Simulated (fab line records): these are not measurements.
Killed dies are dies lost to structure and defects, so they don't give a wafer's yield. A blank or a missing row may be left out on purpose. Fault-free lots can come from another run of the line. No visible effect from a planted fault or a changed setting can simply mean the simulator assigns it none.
Chamber matching ; flow n5Finfet ; 4 sister chambers for N5_MOL_CONTACT_COAG_CMP_52 on cmp-02
The step polishes, stops on SiO2, t overpolish 1.5 s, target thk 66.5 nm. 18 wafers are shown with their chamber, then 9 later ones without.

== WAFERS PAIRED WITH THEIR CHAMBERS ==
wafer;chamber;motorCurrentA (A);overpolishRunS (s);timeToEndpointS (s)
L084.1;0;11.0;1.492;13.6
L084.3;1;12.6;1.503;13.8
L084.6;1;12.7;1.509;12.4
L087.2;1;12.8;1.494;12.0
L087.5;1;12.8;1.491;11.9
L087.6;2;13.1;1.512;12.3
L087.1;3;11.7;1.490;12.7
L087.3;2;12.0;1.502;12.6
L087.4;0;11.0;1.492;14.1
L089.1;0;10.8;1.512;12.0
L089.2;2;12.7;1.521;12.1
L089.5;2;13.0;1.504;12.5
L089.3;3;11.5;1.511;13.0
L089.4;1;12.6;1.518;13.8
L089.6;3;11.2;1.486;13.2
L094.1;0;11.3;1.482;11.7
L094.2;2;12.8;1.506;13.7
L094.6;3;11.4;1.501;12.0

SIGNATURES (averages over the wafers above)
reading;chamber 0;chamber 1;chamber 2;chamber 3;scatter within a chamber
motorCurrentA;11.025;12.700;12.720;11.450;0.273
overpolishRunS;1.49450;1.50300;1.50900;1.49700;0.0106
timeToEndpointS;12.850;12.780;12.640;12.725;0.852
Rule: for a wafer and a chamber, the distance is found by dividing, reading by reading, the gap between the wafer's reading and the chamber's mean by the reading's scatter, squaring, summing and taking the root. The wafer belongs to the nearest chamber; if the next one is less than 2 further off, it can't be placed. The scatter is the square root of a quotient: the sum, over the shown wafers, of each reading's squared deviation from its chamber's mean, divided by wafers minus chambers.

== WAFERS WITHOUT THEIR CHAMBER ==
wafer;motorCurrentA (A);overpolishRunS (s);timeToEndpointS (s)
L096.1;11.7;1.484;13.2
L096.2;10.5;1.490;16.2
L096.3;12.2;1.503;13.8
L097.2;11.2;1.505;13.7
L097.4;12.6;1.496;14.1
L097.6;12.3;1.504;12.6
L097.1;12.4;1.512;13.9
L097.3;11.3;1.488;15.3
L097.5;10.7;1.507;12.6

== EACH ONE'S CHAMBER ==
wafer;from the rows above;in truth
L096.1;can't be placed: 3 or 0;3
L096.2;can't be placed: 0 or 3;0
L096.3;can't be placed: 1 or 2 or 3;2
L097.2;can't be placed: 0 or 3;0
L097.4;can't be placed: 1 or 2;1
L097.6;can't be placed: 1 or 2 or 3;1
L097.1;can't be placed: 2 or 1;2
L097.3;can't be placed: 0 or 3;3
L097.5;can't be placed: 0 or 3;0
0 of 9 placed correctly. Can't be placed from these rows: 9 (the true chamber is among the candidates in 9). Placed wrongly: 0.
